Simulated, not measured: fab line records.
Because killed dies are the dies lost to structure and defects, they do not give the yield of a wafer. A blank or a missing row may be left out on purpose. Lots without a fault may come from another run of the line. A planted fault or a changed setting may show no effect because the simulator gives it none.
Lot-split experiment :: flow n5 finfet :: 21 wafers read across 7 lots, on a route 1938 steps long

SPLIT DETAILS
At N5_BEOL_M8_ILD_DEP_00 (deposits SiCOH lowk from DEMS/porogen, target thk 179.75 nm, time 33.4 s), the setting time s was moved away from the recipe's 33.4 s on 9 of the 21 wafers read, by -12.3% to +13.5%. For the rest of the wafers, this setting stayed at what the recipe calls for.

SPLIT TO READING: what lies between them in the file, 1 step
- N5_BEOL_M8_CURE_74: cures SiCOH lowk, time 240 s

THE READING
Values of M8_ILD_THK in nm from N5_BEOL_M8_THK_MEAS_01. A value of 156.1 nm with a standard deviation of 2.4 nm is what fault-free wafers of this fab line usually give.

wafer: L078.1
tool, chamber at the split: pecvd-02, 0
time s as run, s: 36.09
against the recipe: +8.1%
M8_ILD_THK, nm: 164.8
against lot-mates on the recipe: +9.4

wafer: L078.3
tool, chamber at the split: pecvd-02, 1
time s as run, s: 36.09
against the recipe: +8.1%
M8_ILD_THK, nm: 165.7
against lot-mates on the recipe: +10.3

wafer: L078.5
tool, chamber at the split: pecvd-02, 0
time s as run, s: 33.4
against the recipe: recipe
M8_ILD_THK, nm: 155.4
against lot-mates on the recipe: -

wafer: L080.2
tool, chamber at the split: pecvd-01, 0
time s as run, s: 29.29
against the recipe: -12.3%
M8_ILD_THK, nm: 135.3
against lot-mates on the recipe: -22.9

wafer: L080.3
tool, chamber at the split: pecvd-01, 1
time s as run, s: 33.4
against the recipe: recipe
M8_ILD_THK, nm: 156.9
against lot-mates on the recipe: -

wafer: L080.4
tool, chamber at the split: pecvd-01, 2
time s as run, s: 33.4
against the recipe: recipe
M8_ILD_THK, nm: 159.6
against lot-mates on the recipe: -

wafer: L082.3
tool, chamber at the split: pecvd-01, 2
time s as run, s: 33.4
against the recipe: recipe
M8_ILD_THK, nm: 157.9
against lot-mates on the recipe: -

wafer: L082.5
tool, chamber at the split: pecvd-01, 2
time s as run, s: 33.4
against the recipe: recipe
M8_ILD_THK, nm: 158.6
against lot-mates on the recipe: -

wafer: L082.6
tool, chamber at the split: pecvd-01, 1
time s as run, s: 33.4
against the recipe: recipe
M8_ILD_THK, nm: 157.4
against lot-mates on the recipe: -

wafer: L085.1
tool, chamber at the split: pecvd-02, 0
time s as run, s: 33.4
against the recipe: recipe
M8_ILD_THK, nm: 157.5
against lot-mates on the recipe: -

wafer: L085.5
tool, chamber at the split: pecvd-02, 0
time s as run, s: 37.41
against the recipe: +12.0%
M8_ILD_THK, nm: 177.4
against lot-mates on the recipe: +19.9

wafer: L085.6
tool, chamber at the split: pecvd-02, 1
time s as run, s: 37.41
against the recipe: +12.0%
M8_ILD_THK, nm: 178.2
against lot-mates on the recipe: +20.7

wafer: L089.3
tool, chamber at the split: pecvd-01, 0
time s as run, s: 37.92
against the recipe: +13.5%
M8_ILD_THK, nm: 174.0
against lot-mates on the recipe: +17.0

wafer: L089.5
tool, chamber at the split: pecvd-01, 2
time s as run, s: 37.92
against the recipe: +13.5%
M8_ILD_THK, nm: 179.6
against lot-mates on the recipe: +22.6

wafer: L089.6
tool, chamber at the split: pecvd-01, 0
time s as run, s: 33.4
against the recipe: recipe
M8_ILD_THK, nm: 157.0
against lot-mates on the recipe: -

wafer: L092.2
tool, chamber at the split: pecvd-01, 1
time s as run, s: 34.94
against the recipe: +4.6%
M8_ILD_THK, nm: 162.6
against lot-mates on the recipe: +3.0

wafer: L092.5
tool, chamber at the split: pecvd-01, 1
time s as run, s: 34.94
against the recipe: +4.6%
M8_ILD_THK, nm: 164.8
against lot-mates on the recipe: +5.2

wafer: L092.6
tool, chamber at the split: pecvd-01, 2
time s as run, s: 33.4
against the recipe: recipe
M8_ILD_THK, nm: 159.6
against lot-mates on the recipe: -

wafer: L094.1
tool, chamber at the split: pecvd-04, 1
time s as run, s: 33.4
against the recipe: recipe
M8_ILD_THK, nm: 157.8
against lot-mates on the recipe: -

wafer: L094.3
tool, chamber at the split: pecvd-04, 2
time s as run, s: 33.4
against the recipe: recipe
M8_ILD_THK, nm: 154.0
against lot-mates on the recipe: -

wafer: L094.4
tool, chamber at the split: pecvd-04, 2
time s as run, s: 33.4
against the recipe: recipe
M8_ILD_THK, nm: 155.5
against lot-mates on the recipe: -

THE FIT
A straight line over all 21 wafers: M8_ILD_THK changes by +1.55 nm for each +1% of time s; r = +0.97; the points scatter about the line by 2.3 nm.
The same after taking each lot's own level away (the mean of its wafers on the recipe; 21 wafers): +1.59 nm for each +1%; r = +0.98; scatter 2 nm.
On that fit, the largest move of time s shifts the reading by 21 nm.
The span of the lots' own levels, 155.40 to 159.60 nm, comes to 1.7 times the standard deviation stated above.
Consequently the slope shifts little with the lot-to-lot level, the two slopes agreeing.
Check: with one of the wafers moved furthest among these (+13.5%) left out of the fit, the line predicts +21.5 nm for it against its lot-mates. Against them it came out at +17 nm.

OTHER SPLITS ON THESE WAFERS
Note: prior to the reading, these wafers also went through further splits. Each is held against what the fit with the lots' levels taken away leaves over:
other split on the same wafers: N5_BEOL_M4_COAT_73 spin rpm
wafers away from the commonest value: 6
r with M8_ILD_THK (lot level and that fit taken away): +0.23

other split on the same wafers: N5_BEOL_M4_COAT_76 spin rpm
wafers away from the commonest value: 8
r with M8_ILD_THK (lot level and that fit taken away): +0.30

other split on the same wafers: N5_BEOL_M4_COAT_22 spin rpm
wafers away from the commonest value: 7
r with M8_ILD_THK (lot level and that fit taken away): +0.24

other split on the same wafers: N5_BEOL_M5_HM_DEP_02 target thk a
wafers away from the commonest value: 8
r with M8_ILD_THK (lot level and that fit taken away): +0.08

other split on the same wafers: N5_BEOL_M5_COAT_59 spin rpm
wafers away from the commonest value: 10
r with M8_ILD_THK (lot level and that fit taken away): +0.16

other split on the same wafers: N5_BEOL_M7_PECVD_70 temp c
wafers away from the commonest value: 6
r with M8_ILD_THK (lot level and that fit taken away): +0.16

other split on the same wafers: N5_BEOL_M7_EXPOSE_08 dose mj
wafers away from the commonest value: 6
r with M8_ILD_THK (lot level and that fit taken away): -0.13

THE WHOLE CHAIN: every reading that the file lists as answering this split, in the file's order
step: N5_BEOL_M8_ILD_DEP_00
what it does: deposits SiCOH lowk from DEMS/porogen, target thk 179.75 nm, time 33.4 s
reading: SiCOH_lowk_of_BEOL_M8_ILD_DEP_00.thk nm (the simulator's own value, which no gauge read)
change (the file's fit): +1.8 nm for each +1% of the setting
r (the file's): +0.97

step: N5_BEOL_M8_CURE_74
what it does: cures SiCOH lowk, time 240 s
reading: SiCOH_lowk_of_BEOL_M8_ILD_DEP_00.thk nm (the simulator's own value, which no gauge read)
change (the file's fit): +1.57 nm for each +1% of the setting
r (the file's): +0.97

step: N5_BEOL_M8_THK_MEAS_01
what it does: 
reading: M8_ILD_THK
change (the file's fit): +1.58 for each +1% of the setting
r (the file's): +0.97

THE FILE'S OWN FIT
M8_ILD_THK changes by +1.58 nm for each +1% of time s, r = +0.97.
